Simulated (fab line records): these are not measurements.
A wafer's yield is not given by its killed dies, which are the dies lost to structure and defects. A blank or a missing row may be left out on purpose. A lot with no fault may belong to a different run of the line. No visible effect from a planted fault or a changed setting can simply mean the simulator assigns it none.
Code-filled problem report in 8D (eight disciplines) form ; flow n5Finfet ; the parts of the form that need people (team, actions taken, sign-off) are left out

1. WHAT WENT WRONG
N5_PASSIVATION_PROBE_49, killed_at_M4_up: mean 129 over 1 wafer from 1 lot; wafers with no fault: 14, standard deviation 5.2. That is +22 standard deviations from the usual mean.
Seen first at day 15 21:22 on prober-01, wafer L662.3. The record holds 3 wafers of 1 lot with a number at this step. The rule behind "out" and "out of limits": a value lying over 4 standard deviations away from the usual mean. The other wafers with a number count as sound.

2. WHAT IT IS AND WHAT IT IS NOT
question;is;is not
which readings at this step;killed_at_M4_up, defectLimitedYield, killedDies, sort_bin_5_function, sortNPass, sortYieldPct;killed_at_M0_to_M3, killedAtContacts, killedAtFrontEnd, killedAtOther, killedOpen, killedShort
which lots;L662;-
which wafers of those lots;L662.3;L662.1, L662.4
read on which tools;prober-01;-
when;from day 15 21:22;"up to then (1 sound wafer); but 1 sound wafer of L662 came after"

3. THE SUSPECTS, EACH WITH WHAT RULES IT OUT
Counting: a tool at a process step up to the reading stays a suspect if it ran every lot that is out. Sound lots after the first of them don't rule it out here, since some wafers of a struck lot are sound.
- rieDiel-04 at N5_BEOL_M5_STRIP_36 (strips in N2/H2): kept. It ran the lot that is out, L662 (day 11 21:18).
- rieDiel-06 at N5_MIM_BOT_LITHO_DESCUM_10 (chemistry O2, time 7.9 s): kept. It ran the lot that is out, L662 (day 15 12:16).
- rieDiel-02 at N5_PASSIVATION_VIA_ETCH_13 (etches SiO2 in CHF3/O2, target depth 660 nm, time 330 s): kept. It ran the lot that is out, L662 (day 15 14:22).
- rieDiel-06 at N5_PASSIVATION_DESCUM_46 (chemistry O2, time 7.9 s): kept. It ran the lot that is out, L662 (day 15 17:48).
- prober-01 at N5_PASSIVATION_PROBE_49: kept. It ran the lot that is out, L662 (day 15 21:16). Its own defectLimitedYield, killed_at_M4_up, killedDies, sort_bin_5_function, sortNPass, sortYieldPct readings are out on those wafers.
- At N5_BEOL_M5_STRIP_36, inside rieDiel-04: chamber 1 took the wafers that are out, while their sound lot-mates went through chambers 0, 3.
- At N5_MIM_BOT_LITHO_DESCUM_10, inside rieDiel-06: chamber 3 took the wafers that are out, while their sound lot-mates went through chambers 0, 2.
- At N5_PASSIVATION_VIA_ETCH_13, inside rieDiel-02: chamber 3 took the wafers that are out, while their sound lot-mates went through chambers 1, 2.
- At N5_PASSIVATION_DESCUM_46, inside rieDiel-06: chamber 2 took the wafers that are out, while their sound lot-mates went through chambers 0, 3.
Left after counting: rieDiel-04 at N5_BEOL_M5_STRIP_36, rieDiel-06 at N5_MIM_BOT_LITHO_DESCUM_10, rieDiel-02 at N5_PASSIVATION_VIA_ETCH_13, rieDiel-06 at N5_PASSIVATION_DESCUM_46, prober-01 at N5_PASSIVATION_PROBE_49.

4. THE CAUSE (what the simulator had put in)
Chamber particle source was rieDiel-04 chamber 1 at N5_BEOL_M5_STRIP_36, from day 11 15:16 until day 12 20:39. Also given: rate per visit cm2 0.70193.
This tool is one of the 5 suspects left after counting.

5. THE EFFECT CHAIN, in route order
Rows list readings where the struck wafers' mean (over those with a number) sits beyond 3 standard deviations from the usual. Only readings for which the record gives a usual standard deviation are gone through. hours: the time from each lot's start at the first step in this table that gives one to its start at this step, as a median over the lots. sigmas: the change in usual standard deviations.
hours;step;reading;usual;on struck wafers;change;sigmas
0;N5_PASSIVATION_PROBE_49;defectLimitedYield;91.1 %;79.9;-11.2;-7.5
0;N5_PASSIVATION_PROBE_49;killed_at_M4_up;14;129;+115;+22
0;N5_PASSIVATION_PROBE_49;killedDies;105;237;+132;+7.8
0;N5_PASSIVATION_PROBE_49;sort_bin_5_function;5.2 %;12.8;+7.6;+8.4
0;N5_PASSIVATION_PROBE_49;sortNPass;1075;943;-132;-7.8
0;N5_PASSIVATION_PROBE_49;sortYieldPct;91.1 %;79.9;-11.2;-7.5
Here are the process steps it includes:
- N5_PASSIVATION_PROBE_49

6. HOW IT WOULD HAVE BEEN CAUGHT EARLIER
In this record the first reading out of limits was taken at day 15 21:22, 102 hours after the fault began at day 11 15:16.
An alarm limit of 4 standard deviations would not have fired on the tool readings at N5_BEOL_M5_STRIP_36 for which the record gives a usual standard deviation, since none of them was out on any struck wafer.
All the lots that are out (1) had begun N5_BEOL_M5_STRIP_36 on rieDiel-04 by day 15 21:22. None of them would have been spared by holding the tool at that moment.
